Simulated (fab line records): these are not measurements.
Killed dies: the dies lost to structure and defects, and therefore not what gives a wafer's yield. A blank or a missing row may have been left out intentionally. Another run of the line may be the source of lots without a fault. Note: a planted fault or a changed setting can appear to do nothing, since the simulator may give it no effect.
fab line records    flow nand-harc
[record] lots = 10  wafers = 30  last-day = 25
route steps=1159 shown P_M0@277 P_M1@292 END@1159
lots that met no fault: from a run of the same line without faults
start-h: start of the lot's first displayed wafer, in hours after the record's first day    wait-h: how many hours have passed since the lot's step before this one    " unchanged from the row above    L1.1+2: one row covering several wafers at once    - value missing, or start not given    * or withheld: withheld    < > ~ a bound
route shown NAME@n: NAME is a module with steps in the file, n the number in the route of the first one    usual: mean/standard deviation taken from wafers without a fault    same: alike in all rows    chamber/n: place in a boat    sites: each site's reading    _std_site: the standard deviation of these    _edge_site: inner sites' mean taken away from outer sites' mean    radius-mm: how far each site lies from the wafer's centre    mask NAME#n: copy n    behind: the tool/chamber that last shaped the wafer    hold: reason for holding the lot/hours on hold/outcome of the hold    device: whichever transistor did not switch (one of n, p or np)    end of line: tests run on the same wafers once the route is complete    where a step has no rows: the recipe by itself    killed: count of dies lost to structure and defects at first sort (not the wafer's yield)    map: shows each die of a wafer: x if killed, . if not, _ if none is there
set.NAME: the setting as run; set.NAME@STEP: as run at that earlier step    model.NAME: the simulator's own value behind a step, which no gauge read
steps of the route over a sample of lots; a table a step, a row a wafer
services: a tool's chamber out of use, with start hour (start-h, from the record's first day; less than 0 if before it), hours out, and reason
[[steps]]
[step NHARC_P_M0_ANNEAL_30]
[recipe] temp-c = 225  time-s = 90
[usual] wafer_temp_C_max = 226.4/0.31
[same] time-s = 90
lot.wafer  tool           chamber  start-h  wait-h  wafer_temp_C_max
L630.1     rtp-anneal-01  0        127.51   0.3     226.3
L630.3     "              0        "        "       226.5
L630.4     "              0        "        "       226.6
L632.1     rtp-anneal-01  0        131.37   -       226.4
L632.2     "              0        "        "       226.7
L632.5     "              0        "        "       226.0
L635.1     rtp-anneal-01  0        146.09   -       226.4
L635.3     "              0        "        "       226.2
L635.5     "              0        "        "       226.4
L639.1     rtp-anneal-01  0        174.07   0.3     226.5
L639.4     "              0        "        "       226.9
L639.5     "              0        "        "       226.5
L638.2     rtp-anneal-02  0        174.67   -       226.8
L638.5     "              0        "        "       226.2
L638.6     "              0        "        "       226.3
L641.2     rtp-anneal-01  0        176.74   0.4     226.9
L641.3     "              0        "        "       226.7
L641.6     "              0        "        "       226.8
L640.1     rtp-anneal-01  0        177.91   0.3     226.0
L640.3     "              0        "        "       226.2
L640.6     "              0        "        "       226.9
L642.2     rtp-anneal-01  0        194.46   0.4     227.0
L642.3     "              0        "        "       226.8
L642.4     "              0        "        "       226.5
L646.1     rtp-anneal-02  0        213.44   -       226.5
L646.3     "              0        "        "       226.3
L646.6     "              0        "        "       226.2
L653.2     rtp-anneal-02  0        266.24   0.3     226.0
L653.5     "              0        "        "       226.4
L653.6     "              0        "        "       226.2
[step NHARC_P_M1_EXPOSE_06]
[recipe] na = 1.35  target-cd-nm = 130  dose-mj = 81.88  mask-id = P_M1
[usual] exposure-dose-mJ-cm2 = 81.89/0.083
lot.wafer  tool             chamber  start-h  wait-h  mask    exposure-dose-mJ-cm2
L630.1     arfi-scanner-03  0        129.55   -       P_M1#0  81.78
L630.3     "                0        "        "       P_M1#0  81.94
L630.4     "                0        "        "       P_M1#0  81.97
L632.1     arfi-scanner-01  0        133.44   -       P_M1#0  81.84
L632.2     "                0        "        "       P_M1#0  81.81
L632.5     "                0        "        "       P_M1#0  81.73
L635.1     arfi-scanner-03  0        148.03   -       P_M1#0  81.84
L635.3     "                0        "        "       P_M1#0  81.87
L635.5     "                0        "        "       P_M1#0  81.92
L639.1     arfi-scanner-02  0        176.14   -       P_M1#0  82.06
L639.4     "                0        "        "       P_M1#0  82.02
L639.5     "                0        "        "       P_M1#0  82.02
L638.2     arfi-scanner-03  0        176.87   -       P_M1#0  64.33
L638.5     "                0        "        "       P_M1#0  64.18
L638.6     "                0        "        "       P_M1#0  64.38
L641.2     arfi-scanner-03  0        178.63   -       P_M1#0  67.78
L641.3     "                0        "        "       P_M1#0  67.88
L641.6     "                0        "        "       P_M1#0  67.86
L640.1     arfi-scanner-03  0        179.86   -       P_M1#0  70.46
L640.3     "                0        "        "       P_M1#0  70.51
L640.6     "                0        "        "       P_M1#0  70.58
L642.2     arfi-scanner-03  0        196.47   -       P_M1#0  72.54
L642.3     "                0        "        "       P_M1#0  72.50
L642.4     "                0        "        "       P_M1#0  72.61
L646.1     arfi-scanner-01  0        215.50   -       P_M1#0  81.88
L646.3     "                0        "        "       P_M1#0  81.88
L646.6     "                0        "        "       P_M1#0  81.91
L653.2     arfi-scanner-02  0        268.26   -       P_M1#0  81.92
L653.5     "                0        "        "       P_M1#0  81.96
L653.6     "                0        "        "       P_M1#0  81.89
[step NHARC_P_M1_CD_MEAS_09]
[recipe] target-cd-nm = 130  landing-energy-ev = 500
[usual] cd-nm = 130.2/0.59
lot.wafer  tool       chamber  start-h  wait-h  hold                      cd-nm
L630.1     cd-sem-01  0        129.69   -       -                         129.0
L630.3     "          0        "        "       -                         130.4
L630.4     "          0        "        "       -                         129.1
L632.1     cd-sem-01  0        133.58   -       -                         130.2
L632.2     "          0        "        "       -                         130.4
L632.5     "          0        "        "       -                         130.5
L635.1     cd-sem-03  0        148.17   -       -                         131.4
L635.3     "          0        "        "       -                         130.7
L635.5     "          0        "        "       -                         131.1
L639.1     cd-sem-02  0        176.28   -       -                         130.1
L639.4     "          0        "        "       -                         130.5
L639.5     "          0        "        "       -                         130.2
L638.2     cd-sem-02  0        177.02   -       await-dispo/0.2h/release  115.0
L638.5     "          0        "        "       await-dispo/0.2h/release  115.5
L638.6     "          0        "        "       await-dispo/0.2h/release  115.4
L638.2     cd-sem-02  0        -        -       -                         114.7
L638.5     "          0        "        "       -                         115.7
L638.6     "          0        "        "       -                         115.3
L641.2     cd-sem-03  0        178.77   -       await-dispo/0.2h/release  118.7
L641.3     "          0        "        "       await-dispo/0.2h/release  118.9
L641.6     "          0        "        "       await-dispo/0.2h/release  119.8
L641.2     cd-sem-03  0        -        -       -                         119.1
L641.3     "          0        "        "       -                         119.0
L641.6     "          0        "        "       -                         119.1
L640.1     cd-sem-02  0        180.00   -       await-dispo/0.2h/release  122.0
L640.3     "          0        "        "       await-dispo/0.2h/release  121.4
L640.6     "          0        "        "       await-dispo/0.2h/release  121.6
L640.1     cd-sem-02  0        -        -       -                         121.7
L640.3     "          0        "        "       -                         121.7
L640.6     "          0        "        "       -                         121.8
L642.2     cd-sem-01  0        196.61   -       await-dispo/0.2h/release  122.9
L642.3     "          0        "        "       await-dispo/0.2h/release  123.5
L642.4     "          0        "        "       await-dispo/0.2h/release  123.4
L642.2     cd-sem-01  0        -        -       -                         122.5
L642.3     "          0        "        "       -                         123.1
L642.4     "          0        "        "       -                         123.4
L646.1     cd-sem-03  0        215.64   -       -                         129.5
L646.3     "          0        "        "       -                         129.8
L646.6     "          0        "        "       -                         129.4
L653.2     cd-sem-02  0        268.40   -       -                         130.1
L653.5     "          0        "        "       -                         130.1
L653.6     "          0        "        "       -                         129.8
[step NHARC_P_M1_ETCH_35]
[recipe] target-depth-a = 400  overetch-a = 120  time-s = 43.94  ion-energy-ev = 200  n2-flow-sccm = 150  h2-flow-sccm = 150  ar-flow-sccm = 0  rf-w = 400  bias-w = 150  chemistry = N2/H2
[usual] drypump-motor-current-A = 5.7/0.48  mfc-ar-sccm = 0.008/0.01  oes-product-au = 0.996/0.011  rf-fwd-power-W = 395.4/1.6  rf-vpp-V = 432.1/1.9  showerhead-plenum-p-Torr = 2.10/0.064  throttle-valve-pct = 14.171/0.0089
[same] time-s = 43.94
lot.wafer  tool         chamber  start-h  wait-h  drypump-motor-current-A  mfc-ar-sccm  oes-product-au  rf-fwd-power-W  rf-hours-counter-h  rf-vpp-V  showerhead-plenum-p-Torr  throttle-valve-pct
L630.1     rie-diel-04  1        129.96   0.1     6.4                      0.017        1.002           396.6           0                   431.4     2.01                      14.153
L630.3     "            3        "        "       5.3                      0            1.002           396.4           0                   434.5     2.16                      14.155
L630.4     "            0        "        "       6.1                      0            1.013           393.5           0                   428.2     2.00                      14.187
L632.2     rie-diel-04  3        133.86   0.1     5.4                      0            1.006           395.2           0                   433.0     2.16                      14.179
L632.1     "            0        "        "       6.1                      0            0.997           396.9           0                   429.9     2.00                      14.178
L632.5     "            1        "        "       6.4                      0.017        1.001           393.7           -                   429.7     2.01                      14.177
L635.3     rie-diel-04  0        148.45   0.1     6.1                      0            0.994           397.1           1                   429.0     2.00                      14.158
L635.1     "            2        "        "       4.9                      0            0.983           394.5           1                   432.4     2.15                      14.164
L635.5     "            0        "        "       6.1                      0            0.996           397.1           -                   428.3     2.00                      14.179
L639.1     rie-diel-07  0        176.55   0.1     5.4                      0            0.991           395.6           9                   431.4     2.07                      14.179
L639.4     "            2        "        "       5.6                      0.024        0.996           393.4           8                   430.5     2.09                      14.168
L639.5     "            0        "        "       5.4                      0            1.003           395.0           -                   431.1     2.07                      14.180
L638.2     rie-diel-07  2        179.63   0.1     5.6                      0.024        1.002           391.8           8                   431.3     2.09                      14.167
L638.6     "            0        "        "       5.4                      0            0.995           396.0           -                   431.1     2.07                      14.176
L638.5     "            1        "        "       5.2                      0            1.000           399.1           -                   434.0     2.19                      14.155
L641.3     rie-diel-04  1        180.17   0.1     6.4                      0.017        1.005           394.9           2                   429.9     2.01                      14.173
L641.2     "            2        "        "       4.9                      0            0.971           395.0           2                   433.0     2.15                      14.177
L641.6     "            0        "        "       6.1                      0            1.003           395.7           -                   429.1     2.00                      14.170
L640.1     rie-diel-04  3        184.66   0.1     5.3                      0            1.005           396.3           2                   433.8     2.16                      14.176
L640.3     "            1        "        "       6.4                      0.017        0.998           394.5           2                   429.6     2.01                      14.153
L640.6     "            0        "        "       6.0                      0            1.000           395.3           -                   428.8     2.00                      14.170
L642.4     rie-diel-08  1        201.29   0.1     5.8                      0.029        1.002           392.7           4                   432.4     2.13                      14.178
L642.2     "            2        "        "       5.3                      0.012        1.011           396.8           4                   432.3     2.11                      14.179
L642.3     "            0        "        "       5.5                      0            0.971           396.0           4                   434.3     2.19                      14.176
L646.3     rie-diel-04  2        215.93   0.1     4.9                      0            0.973           393.1           3                   434.0     2.15                      14.179
L646.1     "            3        "        "       5.3                      0            1.000           396.7           3                   434.5     2.16                      14.167
L646.6     "            1        "        "       6.4                      0.017        0.996           395.7           -                   430.0     2.01                      14.173
L653.2     rie-diel-04  2        268.69   0.1     4.9                      0            0.999           393.8           4                   433.0     2.15                      14.173
L653.5     "            2        "        "       4.9                      0            0.997           394.4           -                   435.0     2.15                      14.176
L653.6     "            3        "        "       5.4                      0            1.028           399.5           -                   434.3     2.16                      14.163
[step NHARC_P_M1_ETCH_15]
[recipe] target-depth-a = 1825  time-s = 91.2  c4f8-flow-sccm = withheld  ar-flow-sccm = 400  rf-w = 600  bias-w = 300  chemistry = C4F8/Ar
[usual] oes-product-au = 0.954/0.022  rf-fwd-power-W = 595.9/2.1  rf-vpp-V = 442.6/1.9
[same] time-s = 91.2
lot.wafer  tool         chamber  start-h  wait-h  oes-product-au  rf-fwd-power-W  rf-hours-counter-h  rf-vpp-V
L630.1     rie-diel-04  2        -        -       0.963           594.1           0                   442.9
L630.3     "            0        "        "       0.959           597.5           0                   437.9
L630.4     "            1        "        "       0.958           597.8           0                   439.6
L632.2     rie-diel-04  3        -        -       0.967           596.0           0                   444.4
L632.1     "            1        "        "       0.973           594.8           0                   440.2
L632.5     "            3        "        "       0.965           598.3           -                   444.7
L635.1     rie-diel-04  2        -        -       0.941           594.8           1                   444.2
L635.3     "            1        "        "       0.940           595.1           1                   440.6
L635.5     "            2        "        "       0.948           592.0           -                   444.0
L639.1     rie-diel-07  2        -        -       0.937           594.8           8                   442.2
L639.4     "            3        "        "       0.921           595.5           9                   442.2
L639.5     "            0        "        "       0.939           597.2           -                   441.4
L638.2     rie-diel-07  2        -        -       0.938           593.2           8                   441.3
L638.6     "            3        "        "       0.922           594.9           -                   439.7
L638.5     "            0        "        "       0.921           598.7           -                   441.4
L641.3     rie-diel-04  3        -        -       0.991           595.4           2                   444.7
L641.2     "            0        "        "       0.964           593.5           2                   440.1
L641.6     "            0        "        "       0.960           597.0           -                   438.5
L640.3     rie-diel-04  0        -        -       0.953           598.8           2                   439.4
L640.1     "            1        "        "       0.960           597.0           2                   441.4
L640.6     "            2        "        "       0.951           588.9           -                   443.6
L642.2     rie-diel-08  1        -        -       0.964           591.5           4                   445.1
L642.3     "            2        "        "       0.983           595.9           4                   443.5
L642.4     "            3        "        "       0.979           595.4           4                   442.9
L646.3     rie-diel-04  3        -        -       0.964           596.4           3                   443.2
L646.1     "            1        "        "       0.970           595.6           2                   439.9
L646.6     "            3        "        "       0.970           597.1           -                   446.1
L653.2     rie-diel-04  1        -        -       0.928           594.6           4                   439.2
L653.6     "            1        "        "       0.923           594.3           -                   441.1
L653.5     "            2        "        "       0.921           592.7           -                   443.7
[step NHARC_END_SORT_01]
[recipe] temp-c = 25
[usual] defect-limited-yield = 95.1/1.8  killed-at-array = 29/11  killed-at-other = 0.5/0.8  killed-at-periphery = 3.5/2.8  killed-dies = 33/12  killed-open = 3.1/1.8  killed-short = 1.8/1.4  sort_bin_2_pct = 1.5/0.65  sort_bin_3_pct = 0.24/0.21  sort_bin_4_pct = 3.1/1.2  sort-n-pass = 644/12  sort-rim-yield-pct = 97.5/1.9  sort-yield-pct = 95.1/1.8
[same] gross-dies = 677  sort_bin_5_pct[%] = 0  sort_bin_6_pct[%] = 0  sort_bin_7_pct[%] = 0  sort_bin_8_pct[%] = 0  sort-rim-n-gross = 106.00
lot.wafer  tool       chamber  start-h  wait-h  hold                      defect-limited-yield[%]  killed-at-array  killed-at-other  killed-at-periphery  killed-dies  killed-open  killed-short  sort_bin_2_pct[%]  sort_bin_3_pct[%]  sort_bin_4_pct[%]  sort-n-pass  sort-rim-yield-pct[%]  sort-yield-pct[%]
L630.1     prober-02  0        453.24   2.5     -                         98.5                     9                0                1                    10           2            2             0.3                0.30               0.9                667          100.0                  98.5
L630.3     prober-02  0        454.83   3.1     -                         97.9                     11               0                3                    14           5            1             0.6                0                  1.5                663          97.2                   97.9
L630.4     prober-02  0        455.63   3.4     -                         99.0                     5                0                2                    7            4            1             0.4                0                  0.6                670          99.1                   99.0
L632.1     prober-02  0        461.04   2.5     -                         96.9                     18               0                3                    21           5            3             0.6                0.30               2.2                656          97.2                   96.9
L632.2     prober-02  0        461.84   2.8     -                         97.2                     17               0                2                    19           5            2             0.7                0                  2.1                658          97.2                   97.2
L632.5     prober-02  0        464.23   3.7     -                         97.6                     15               0                1                    16           2            1             0.7                0.30               1.3                661          97.2                   97.6
L635.1     prober-02  0        484.46   2.5     -                         97.9                     13               0                1                    14           1            1             0.3                0.30               1.5                663          99.1                   97.9
L635.3     prober-02  0        486.06   3.1     -                         97.9                     11               0                3                    14           2            1             0.7                0                  1.3                663          99.1                   97.9
L635.5     prober-02  0        487.66   3.7     -                         97.6                     12               0                4                    16           4            1             0.6                0                  1.8                661          99.1                   97.6
L639.1     prober-01  0        498.34   2.5     -                         94.2                     37               0                2                    39           2            4             1.6                0.30               3.8                638          97.2                   94.2
L639.4     prober-01  0        500.71   3.4     -                         93.9                     33               0                8                    41           1            0             1.9                0.30               3.8                636          96.2                   93.9
L639.5     prober-01  0        501.50   3.7     -                         92.8                     46               0                3                    49           3            3             2.8                0                  4.4                628          99.1                   92.8
L638.2     prober-02  0        502.87   2.8     await-dispo/1.8h/release  90.4                     40               0                25                   65           1            3             4.3                0.15               5.2                612          85.8                   90.4
L638.5     prober-02  0        505.30   3.7     await-dispo/1.8h/release  92.8                     35               0                14                   49           1            1             3.4                0.30               3.5                628          88.7                   92.8
L638.6     prober-02  0        506.11   4.1     await-dispo/1.8h/release  89.8                     46               0                23                   69           1            1             4.9                0.15               5.2                608          90.6                   89.8
L641.2     prober-01  0        506.88   2.8     -                         96.0                     17               0                10                   27           1            3             2.2                0                  1.8                650          94.3                   96.0
L641.3     prober-01  0        507.69   3.1     -                         96.9                     16               0                5                    21           3            3             0.7                0.15               2.2                656          100.0                  96.9
L641.6     prober-01  0        510.14   4.1     -                         96.2                     14               0                12                   26           8            2             1.9                0.15               1.8                651          96.2                   96.2
L642.2     prober-02  0        513.15   2.8     -                         95.6                     25               1                4                    30           6            3             1.0                0.30               3.1                647          98.1                   95.6
L642.3     prober-02  0        513.95   3.1     -                         95.1                     33               0                0                    33           3            2             1.9                0.15               2.8                644          99.1                   95.1
L642.4     prober-02  0        514.75   3.4     -                         94.7                     35               0                1                    36           3            2             1.8                0.59               3.0                641          91.5                   94.7
L640.1     prober-01  0        513.94   2.5     -                         96.3                     24               0                1                    25           3            0             1.9                0.15               1.6                652          95.3                   96.3
L640.3     prober-01  0        515.57   3.1     -                         97.0                     18               1                1                    20           2            0             0.6                0                  2.4                657          99.1                   97.0
L640.6     prober-01  0        518.00   4.1     -                         96.9                     19               1                1                    21           2            1             0.7                0.30               2.1                656          98.1                   96.9
L646.1     prober-02  0        542.63   2.5     -                         94.2                     33               0                6                    39           10           3             1.3                0.30               4.1                638          93.4                   94.2
L646.3     prober-02  0        544.23   3.1     -                         94.7                     33               0                3                    36           1            2             1.6                0.30               3.4                641          95.3                   94.7
L646.6     prober-02  0        546.62   4.0     -                         94.1                     35               1                4                    40           6            3             1.6                0.30               4.0                637          97.2                   94.1
L653.2     prober-01  0        593.17   2.8     -                         93.9                     36               0                5                    41           4            2             1.5                0.59               4.0                636          98.1                   93.9
L653.5     prober-01  0        595.54   3.7     -                         93.4                     44               0                1                    45           4            2             2.1                0.59               4.0                632          96.2                   93.4
L653.6     prober-01  0        596.33   4.0     -                         95.3                     30               0                2                    32           4            2             1.8                0                  3.0                645          99.1                   95.3
// killed by level:class
L630.1 A_CONTACT:chamber-film-flake=2 A_ONON_D1:geometric-particle:short=1 A_WL_FILL:geometric-particle:short=1 A_WL_FILL:geometric-particle:open=1 A_CONTACT:geometric-particle:open=1 P_STI:chamber-film-flake=1 A_CHANNEL_HOLE_D1:chamber-film-flake=1 A_STAIRCASE:chamber-film-flake=1
L630.3 A_CHANNEL_HOLE_D1:chamber-film-flake=3 A_CONTACT:chamber-film-flake=3 P_M0:geometric-particle:open=2 A_M0:geometric-particle:open=2 A_ONON_D1:geometric-particle:short=1 A_CHANNEL_HOLE_D1:geometric-particle:open=1 P_ZERO_WELL:chamber-film-flake=1 A_ZERO_WELL:chamber-film-flake=1
L630.4 P_CONTACT:geometric-particle:open=1 A_ONON_D1:geometric-particle:open=1 A_CHANNEL_FILL_D1:geometric-particle:open=1 A_CHANNEL_FILL_D1:geometric-particle:short=1 A_WL_FILL:geometric-particle:open=1 P_GATE:chamber-film-flake=1 A_STAIRCASE:chamber-film-flake=1
L632.1 A_CONTACT:chamber-film-flake=4 A_CHANNEL_HOLE_D1:chamber-film-flake=3 A_ONON_D1:geometric-particle:open=2 P_ZERO_WELL:chamber-film-flake=2 A_SLIT:chamber-film-flake=2 P_CONTACT:geometric-particle:short=1 A_ONON_D1:geometric-particle:short=1 A_WL_FILL:geometric-particle:short=1
L632.2 A_M1:chamber-film-flake=5 A_CONTACT:geometric-particle:open=2 A_CHANNEL_HOLE_D1:chamber-film-flake=2 A_STAIRCASE:chamber-film-flake=2 A_CONTACT:chamber-film-flake=2 P_CONTACT:geometric-particle:open=1 A_ONON_D1:geometric-particle:open=1 A_ONON_D1:geometric-particle:short=1
L632.5 A_STAIRCASE:chamber-film-flake=4 A_M1:chamber-film-flake=4 A_CONTACT:chamber-film-flake=3 A_CHANNEL_HOLE_D1:chamber-film-flake=2 P_M2:geometric-particle:short=1 A_ONON_D1:geometric-particle:open=1 A_CHANNEL_FILL_D1:geometric-particle:open=1
L635.1 A_CHANNEL_HOLE_D1:chamber-film-flake=4 A_CONTACT:chamber-film-flake=3 A_ZERO_WELL:chamber-film-flake=2 A_STAIRCASE:chamber-film-flake=2 A_CHANNEL_FILL_D1:geometric-particle:short=1 A_CONTACT:geometric-particle:open=1 P_ZERO_WELL:chamber-film-flake=1
L635.3 A_CHANNEL_HOLE_D1:chamber-film-flake=3 A_CONTACT:chamber-film-flake=3 A_STAIRCASE:chamber-film-flake=2 P_M0:geometric-particle:short=1 A_CHANNEL_FILL_D1:geometric-particle:open=1 A_M0:geometric-particle:open=1 P_ZERO_WELL:chamber-film-flake=1 P_GATE:chamber-film-flake=1
L635.5 A_CHANNEL_HOLE_D1:chamber-film-flake=4 A_M1:geometric-particle:open=3 P_GATE:chamber-film-flake=2 A_WL_FILL:chamber-film-flake=2 A_CONTACT:geometric-particle:open=1 A_M0:geometric-particle:short=1 P_STI:chamber-film-flake=1 P_CONTACT:chamber-film-flake=1
L639.1 A_CHANNEL_HOLE_D1:chamber-film-flake=15 A_SLIT:chamber-film-flake=12 A_ONON_D1:geometric-particle:short=2 P_STI:geometric-particle:short=1 A_CHANNEL_HOLE_D1:geometric-particle:short=1 A_CONTACT:geometric-particle:open=1 A_M0:geometric-particle:open=1 P_STI:chamber-film-flake=1
L639.4 A_SLIT:chamber-film-flake=17 A_CHANNEL_HOLE_D1:chamber-film-flake=10 P_STI:chamber-film-flake=5 P_GATE:chamber-film-flake=3 A_ZERO_WELL:chamber-film-flake=2 A_STAIRCASE:chamber-film-flake=2 A_CONTACT:geometric-particle:open=1 A_CONTACT:chamber-film-flake=1
L639.5 A_CHANNEL_HOLE_D1:chamber-film-flake=19 A_SLIT:chamber-film-flake=16 A_CONTACT:chamber-film-flake=4 P_GATE:chamber-film-flake=2 A_CHANNEL_FILL_D1:geometric-particle:open=1 A_CHANNEL_FILL_D1:geometric-particle:short=1 A_WL_FILL:geometric-particle:short=1 A_CONTACT:geometric-particle:short=1
L638.2 P_M1:area-expose=15 A_SLIT:chamber-film-flake=14 A_CHANNEL_HOLE_D1:chamber-film-flake=10 A_CHANNEL_FILL_D1:chamber-film-flake=6 P_STI:chamber-film-flake=5 P_ZERO_WELL:chamber-film-flake=3 A_STAIRCASE:chamber-film-flake=3 A_M0:chamber-film-flake=3
L638.5 A_CHANNEL_HOLE_D1:chamber-film-flake=16 A_SLIT:chamber-film-flake=13 P_M1:area-expose=11 P_CONTACT:chamber-film-flake=2 A_WL_FILL:chamber-film-flake=2 A_ONON_D1:geometric-particle:open=1 A_WL_FILL:geometric-particle:short=1 P_STI:chamber-film-flake=1
L638.6 A_CHANNEL_HOLE_D1:chamber-film-flake=17 P_M1:area-expose=15 A_SLIT:chamber-film-flake=13 P_STI:chamber-film-flake=5 A_STAIRCASE:chamber-film-flake=5 P_ZERO_WELL:chamber-film-flake=3 A_WL_FILL:chamber-film-flake=3 A_CONTACT:chamber-film-flake=3
L641.2 P_M1:area-expose=7 A_CHANNEL_HOLE_D1:chamber-film-flake=4 A_CHANNEL_FILL_D1:chamber-film-flake=4 A_ZERO_WELL:chamber-film-flake=2 A_CONTACT:chamber-film-flake=2 P_M0:geometric-particle:short=1 A_ONON_D1:geometric-particle:open=1 A_WL_FILL:geometric-particle:short=1
L641.3 A_CHANNEL_HOLE_D1:chamber-film-flake=4 A_CONTACT:chamber-film-flake=4 A_CHANNEL_FILL_D1:chamber-film-flake=3 P_GATE:chamber-film-flake=2 P_STI:geometric-particle:open=1 A_SOURCE_PLATE:geometric-particle:short=1 A_CHANNEL_HOLE_D1:geometric-particle:open=1 A_CHANNEL_FILL_D1:geometric-particle:short=1
L641.6 P_M1:area-expose=6 A_CHANNEL_HOLE_D1:chamber-film-flake=5 A_CONTACT:chamber-film-flake=3 A_CONTACT:geometric-particle:open=2 A_M1:geometric-particle:open=2 P_GATE:geometric-particle:open=1 P_CONTACT:geometric-particle:open=1 P_M0:geometric-particle:open=1
L642.2 A_SLIT:chamber-film-flake=16 P_GATE:geometric-particle:short=2 A_CHANNEL_HOLE_D1:chamber-film-flake=2 P_M0:geometric-particle:open=1 A_ONON_D1:geometric-particle:open=1 A_CHANNEL_FILL_D1:geometric-particle:open=1 A_CONTACT:geometric-particle:short=1 A_CONTACT:geometric-particle:open=1
L640.1 A_CHANNEL_HOLE_D1:chamber-film-flake=5 A_M1:chamber-film-flake=5 A_CHANNEL_FILL_D1:chamber-film-flake=3 A_CONTACT:chamber-film-flake=3 A_STAIRCASE:chamber-film-flake=2 A_M0:chamber-film-flake=2 A_ONON_D1:geometric-particle:open=1 A_SGD_CUT:geometric-particle:open=1
L642.3 A_SLIT:chamber-film-flake=16 A_CHANNEL_HOLE_D1:chamber-film-flake=6 A_CONTACT:chamber-film-flake=3 A_STAIRCASE:chamber-film-flake=2 A_CHANNEL_HOLE_D1:geometric-particle:short=1 A_CHANNEL_HOLE_D1:geometric-particle:open=1 A_CHANNEL_FILL_D1:geometric-particle:short=1 A_CONTACT:geometric-particle:open=1
L642.4 A_SLIT:chamber-film-flake=18 A_CHANNEL_HOLE_D1:chamber-film-flake=6 A_STAIRCASE:chamber-film-flake=2 A_CONTACT:chamber-film-flake=2 A_CHANNEL_HOLE_D1:geometric-particle:short=1 A_WL_FILL:geometric-particle:open=1 A_CONTACT:geometric-particle:short=1 A_CONTACT:geometric-particle:open=1
L640.3 A_CHANNEL_HOLE_D1:chamber-film-flake=5 A_M1:chamber-film-flake=4 A_STAIRCASE:chamber-film-flake=3 A_CONTACT:chamber-film-flake=3 P_GATE:geometric-particle:open=1 A_CONTACT:geometric-particle:open=1 A_WL_FILL:chamber-film-flake=1 A_CHANNEL_FILL_D1:chamber-film-flake=1
L640.6 A_STAIRCASE:chamber-film-flake=5 A_M0:chamber-film-flake=5 A_CONTACT:chamber-film-flake=2 A_M1:chamber-film-flake=2 P_CONTACT:geometric-particle:open=1 A_WL_FILL:geometric-particle:short=1 A_CONTACT:geometric-particle:open=1 A_CHANNEL_HOLE_D1:chamber-film-flake=1
L646.1 A_CHANNEL_HOLE_D1:chamber-film-flake=16 A_STAIRCASE:chamber-film-flake=4 A_WL_FILL:geometric-particle:short=3 A_M0:geometric-particle:open=3 P_GATE:geometric-particle:open=1 P_CONTACT:geometric-particle:open=1 P_M0:geometric-particle:open=1 P_M1:geometric-particle:open=1
L646.3 A_CHANNEL_HOLE_D1:chamber-film-flake=23 A_CONTACT:chamber-film-flake=4 P_M0:chamber-film-flake=2 A_CHANNEL_FILL_D1:chamber-film-flake=2 A_STAIRCASE:chamber-film-flake=2 P_CONTACT:geometric-particle:open=1 A_SOURCE_PLATE:geometric-particle:short=1 A_BONDPAD:geometric-particle:short=1
L646.6 A_CHANNEL_HOLE_D1:chamber-film-flake=18 A_STAIRCASE:chamber-film-flake=5 A_CONTACT:chamber-film-flake=3 A_ONON_D1:geometric-particle:open=2 P_M0:chamber-film-flake=2 P_GATE:geometric-particle:open=1 A_CHANNEL_FILL_D1:geometric-particle:short=1 A_CHANNEL_FILL_D1:geometric-particle:open=1
L653.2 A_SLIT:chamber-film-flake=17 A_CONTACT:chamber-film-flake=10 A_WL_FILL:geometric-particle:open=3 P_STI:chamber-film-flake=3 P_ZERO_WELL:chamber-film-flake=2 A_STAIRCASE:chamber-film-flake=2 A_CHANNEL_HOLE_D1:geometric-particle:short=1 A_WL_FILL:geometric-particle:short=1
L653.5 A_SLIT:chamber-film-flake=22 A_CONTACT:chamber-film-flake=10 A_CHANNEL_HOLE_D1:chamber-film-flake=4 A_STAIRCASE:chamber-film-flake=2 A_ONON_D1:geometric-particle:open=1 A_CHANNEL_HOLE_D1:geometric-particle:short=1 A_CHANNEL_FILL_D1:geometric-particle:open=1 A_STAIRCASE:geometric-particle:open=1
L653.6 A_SLIT:chamber-film-flake=13 A_CONTACT:chamber-film-flake=7 A_CHANNEL_HOLE_D1:chamber-film-flake=2 A_STAIRCASE:chamber-film-flake=2 P_M2:geometric-particle:open=1 A_CHANNEL_HOLE_D1:geometric-particle:open=1 A_CHANNEL_FILL_D1:geometric-particle:short=1 A_WL_FILL:geometric-particle:short=1
[[services]]
tool             chamber  start-h  hours  kind
rie-diel-04      1        105.32   1.3    repair
rie-diel-04      -        111.90   9.0    pm
rie-diel-04      0        111.90   9.0    vent-cycle
rie-diel-04      1        111.90   9.0    vent-cycle
rie-diel-04      2        111.90   9.0    vent-cycle
rie-diel-04      3        111.90   9.0    vent-cycle
rie-diel-08      -        124.80   9.0    pm
arfi-scanner-03  -        140.00   4.0    pm
arfi-scanner-01  -        156.42   5.1    repair
arfi-scanner-02  -        156.95   10.9   repair
rie-diel-08      1        167.63   7.8    repair
rie-diel-08      -        174.69   0.3    repair
rie-diel-08      2        205.30   2.0    repair
arfi-scanner-01  -        207.60   4.0    pm
rie-diel-07      -        214.35   0.5    repair
rie-diel-07      2        218.54   6.2    repair
arfi-scanner-01  -        223.69   0.9    repair
rie-diel-07      -        228.87   9.0    pm
arfi-scanner-02  -        240.74   2.0    repair
rie-diel-08      -        243.84   1.2    repair
arfi-scanner-03  -        244.95   1.1    repair
arfi-scanner-02  -        256.00   4.0    pm
rie-diel-04      1        260.05   3.1    repair
rie-diel-04      0        264.88   18.9   repair
[[key]]
[first-sign] step = NHARC_P_M1_EXPOSE_06  reading = exposure-dose-mJ-cm2  direction = down  sigmas = 99+  usual = 81.89  struck = 68.80
[effect] step = NHARC_P_M1_CD_MEAS_09  reading = visit  direction = added  through = control-loop
[effect] step = NHARC_P_M1_CD_MEAS_09  reading = cd-nm  direction = down  sigmas = 18  usual = 130.2  struck = 119.8  through = control-loop
[effect] step = NHARC_END_SORT_01  reading = killed-at-periphery  direction = up  sigmas = 1.7  usual = 3.5  struck = 8.1  wafers-moved = 5
met-at NHARC_P_M1_EXPOSE_06
struck-lots L638,L640,L641,L642
[loop-trim] step = NHARC_P_M1_EXPOSE_06  setting = dose  lots = L640,L641,L642
not-acting-at NHARC_P_M0_ANNEAL_30,NHARC_P_M1_ETCH_35,NHARC_P_M1_ETCH_15
onset-between 148.03 176.87
[fault] kind = process-parameter-drift  tool = arfi-scanner-03  chamber = -  onset-h = 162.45  steps = NHARC_P_M1_EXPOSE_06  channel = dose-mj  offset = -17.574  shape = step  acts-in = these-recipes-only  stated = 81.88
// loop-trim: a control loop set the setting to another value than it would have without faults
